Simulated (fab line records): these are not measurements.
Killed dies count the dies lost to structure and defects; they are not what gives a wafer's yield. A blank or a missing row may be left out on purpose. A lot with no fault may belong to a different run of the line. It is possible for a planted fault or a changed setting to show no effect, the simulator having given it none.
Matching of chambers	flow n5Finfet	N5_SD_EPI_N_ETCH_35 on rieDiel-01: 4 sister chambers
The step etches SOC in N2/H2, overetch 108 nm, time 486 s. 4 wafers are shown with their chamber, then 10 later ones without.

## WAFERS, EACH WITH ITS CHAMBER
wafer	chamber	throttleValvePct (%)
L084.3	0	23.3
L090.4	2	24.1
L091.1	1	24.1
L091.2	3	24.5

## WAFERS WITH NO CHAMBER GIVEN
wafer	throttleValvePct (%)
L091.5	23.3
L092.1	24.1
L092.2	24.1
L092.3	23.3
L093.1	24.5
L093.2	24.1
L093.3	23.4
L095.1	24.1
L095.2	24.5
L095.3	24.1

## WHICH CHAMBER EACH WENT THROUGH
wafer	from the rows above	in truth
L091.5	0	0
L092.1	can't be placed: 1 or 2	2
L092.2	can't be placed: 1 or 2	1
L092.3	0	0
L093.1	3	3
L093.2	can't be placed: 1 or 2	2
L093.3	0	0
L095.1	can't be placed: 1 or 2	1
L095.2	3	3
L095.3	can't be placed: 1 or 2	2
Placed correctly: 5 of 10. Cannot be placed on the basis of these rows: 5; the candidates contain the true chamber in 5. 0 placed wrongly.
How it was worked out, from the rows above alone: a wafer's distance from a chamber is the root of the sum, over the readings, of the square of ((its reading less the chamber's mean) divided by the reading's scatter). The wafer belongs to the nearest chamber; if the next one is less than 2 further off, it can't be placed. A chamber's mean is the mean of its shown wafers. The scatter: root of mean squared gap, hidden wafer to nearest shown wafer, with one shown wafer a chamber.
